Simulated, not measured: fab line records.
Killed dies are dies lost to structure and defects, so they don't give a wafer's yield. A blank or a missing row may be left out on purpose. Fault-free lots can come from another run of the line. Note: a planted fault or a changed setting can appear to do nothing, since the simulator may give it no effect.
Struck lot and sound lot, side by side || flow n5-finfet || 22 steps out of a route of 1938
Sound: wafers L684.1, L684.2, L684.3. Wafers struck: L687.1, L687.4, L687.6. At the end, the cause is stated.
Each step with rows lists, per side, the tool, then ch with its chambers, then its first start. Under that, the readings that differ: sound wafers || struck wafers || difference of the means || sigmas: that difference in standard deviations of wafers without a fault.
alike: a reading whose means differ by less than 2 such deviations, as well as words and numbers matching on both sides. not compared: withheld readings; readings where some wafer has no value; bounds like >300 that might hide an equal value; numbers whose values overlap and for which the record gives no deviation.
A row with sigmas, a row that says differs or no value, or rows on one side alone: a step with any of these is where the two part. Non-overlapping numbers with no deviation appear without sigmas and do not part them. A reading missing from all wafers of one side parts the sides only when that side holds two or more wafers.

first, 2 steps without rows for these wafers: N5_BEOL_M3_ANNEAL_87 (time 240 s); N5_BEOL_M3_SPUTTER_88 (material Cu, target thk 4.5 nm, time 8.29 s).
N5_BEOL_M3_ANNEAL_89: time 240 s.
  sound: pvd-sputter-02 at day 9 10:26; struck: pvd-sputter-01 at day 10 00:06
  alike: heater-power-w
then, 2 steps without rows for these wafers: N5_BEOL_M3_SPUTTER_90 (material Cu, target thk 4.5 nm, time 8.29 s); N5_BEOL_M3_ANNEAL_91 (time 240 s).
N5_BEOL_M3_SPUTTER_92: material Cu, target thk 4.5 nm, time 8.29 s.
  sound: pvd-sputter-02 at day 9 10:47; struck: pvd-sputter-01 at day 10 00:28
  alike: chamber-pressure-pa, chuck-gas-flow-sccm, throttle-valve-pct
then, 2 steps without rows for these wafers: N5_BEOL_M3_ANNEAL_93 (time 240 s); N5_BEOL_M3_SPUTTER_94 (material Cu, target thk 4.5 nm, time 8.29 s).
N5_BEOL_M3_ANNEAL_95: time 240 s.
  sound: pvd-sputter-02 at day 9 11:05; struck: pvd-sputter-01 at day 10 00:46
  alike: heater-power-w
then, 3 steps without rows for these wafers: N5_BEOL_M3_SPUTTER_96 (material Cu, target thk 4.5 nm, time 8.29 s); N5_BEOL_M3_ECD_50 (material Cu, target thk 300 nm); N5_BEOL_M3_ANNEAL_51 (time 90 s).
N5_BEOL_M3_CMP_52: polishes, stops on SiOC, t overpolish 6.8 s, target thk 40 nm.
  sound on cmp-01 ch 0,1,3, day 9 11:43; struck on cmp-04 ch 0,1, day 10 01:26
  no value came back on the struck wafers for any of 6 readings (barrier-field-endpoint-s (s), clearing-platen-down-force-psi (psi) and others); on the sound wafers barrier-field-endpoint-s (s) reads 23.5 23.9 23.6
{"reading": "model.Cu_of_BEOL_M3_ECD_50.thk-nm (nm)", "sound": "37.6 38.8 40.6", "struck": "308.8 298.4 304.4", "difference": "+264.9", "sigmas": ""}
{"reading": "model.SiO2_of_BEOL_M3_PECVD_72.thk-nm (nm)", "sound": "0 0 0", "struck": "15.8 16 16", "difference": "+15.9", "sigmas": ""}
{"reading": "model.SiOC_of_BEOL_M3_ILD_DEP_00.thk-nm (nm)", "sound": "74.8 75.2 76.4", "struck": "79.4 80.4 81", "difference": "+4.8", "sigmas": ""}
N5_BEOL_M3_THK_MEAS_53: measures by xrf.
  sound: film-metro-01 at day 9 12:01; struck: film-metro-01 at day 10 01:41
{"reading": "M3_THK (nm)", "sound": "37.5 38.7 40.2", "struck": "310.9 300.4 306.4", "difference": "+267.1", "sigmas": "+99 or more"}
N5_BEOL_M3_PRE_CLEAN_60: time 15 s.
  sound on cvd-co-02 ch 0,1,2, day 9 12:03; struck on cvd-co-01 ch 0,1,2, day 10 01:50
  alike: heater-power-w
N5_BEOL_M3_CO_CAP_55: material Co, precursor CCTBA/H2, target thk 2 nm, time 102.1 s.
  sound on cvd-co-02 ch 0,1,2, day 9 12:05; struck on cvd-co-01 ch 0,1,2, day 10 01:52
  alike: heater-power-w
then, 2 steps without rows for these wafers: N5_BEOL_M3_PRE_CLEAN_56 (time 15 s); N5_BEOL_M3_DEP_57 (deposits SiCN from 3MS/NH3, target thk 8 nm, time 14 s).
N5_BEOL_M3_RS_MEAS_58: uses a four-point probe to measure.
  sound: film-metro-02 at day 9 12:16; struck: film-metro-01 at day 10 02:05
{"reading": "M3_RS (ohm/sq)", "sound": "0.72 0.69 0.66", "struck": "0.06 0.06 0.06", "difference": -0.63, "sigmas": -18}
N5_BEOL_M3_INSPECT_59: inspects for defects (darkfield).
  sound: defect-inspect-02 at day 9 12:18; struck: defect-inspect-01 at day 10 02:08
{"reading": "raw-defect-count", "sound": "74 65 117", "struck": "5122 5105 5198", "difference": "+5056", "sigmas": "+99 or more"}
N5_BEOL_M4_RC_MEAS_101:
  the record has rows for the sound wafers here (prober-01 ch 0, day 10 04:49) and none for the struck ones
-- the record jumps here: 5 days lie between the struck wafers' starts before and after (it left off in module BEOL_M4 and takes up again in module PASSIVATION, whose first step shown is number 1936 of the route) --
N5_PASSIVATION_PROBE_49:
  sound: prober-02 at day 14 18:01; struck: prober-01 at day 14 23:10
{"reading": "defect-limited-yield (%)", "sound": "92.9 92.8 92.7", "struck": "0 0 0", "difference": -93, "sigmas": -66}
{"reading": "killed_at_M0_to_M3", "sound": "32 18 35", "struck": "1109 1121 1115", "difference": "+1087", "sigmas": "+99"}
{"reading": "killed-dies", "sound": "84 85 86", "struck": "1180 1180 1180", "difference": "+1095", "sigmas": "+64"}
{"reading": "killed-on-rim", "sound": "7 7 15", "struck": "152 152 152", "difference": "+142", "sigmas": "+41"}
{"reading": "sort-n-pass", "sound": "1096 1095 1094", "struck": "0 0 0", "difference": -1095, "sigmas": -64}
{"reading": "sort-yield-pct (%)", "sound": "92.9 92.8 92.7", "struck": "0 0 0", "difference": -93, "sigmas": -66}
  alike: killed_at_M4_up, killed-at-contacts, killed-at-front-end, killed-at-other, killed-open, killed-short, sort_bin_5_function, sort_bin_6_memory

WHERE THEY PART
First at N5_BEOL_M3_CMP_52; last, within this record, at N5_PASSIVATION_PROBE_49.

WHY: what had been put in by the simulator
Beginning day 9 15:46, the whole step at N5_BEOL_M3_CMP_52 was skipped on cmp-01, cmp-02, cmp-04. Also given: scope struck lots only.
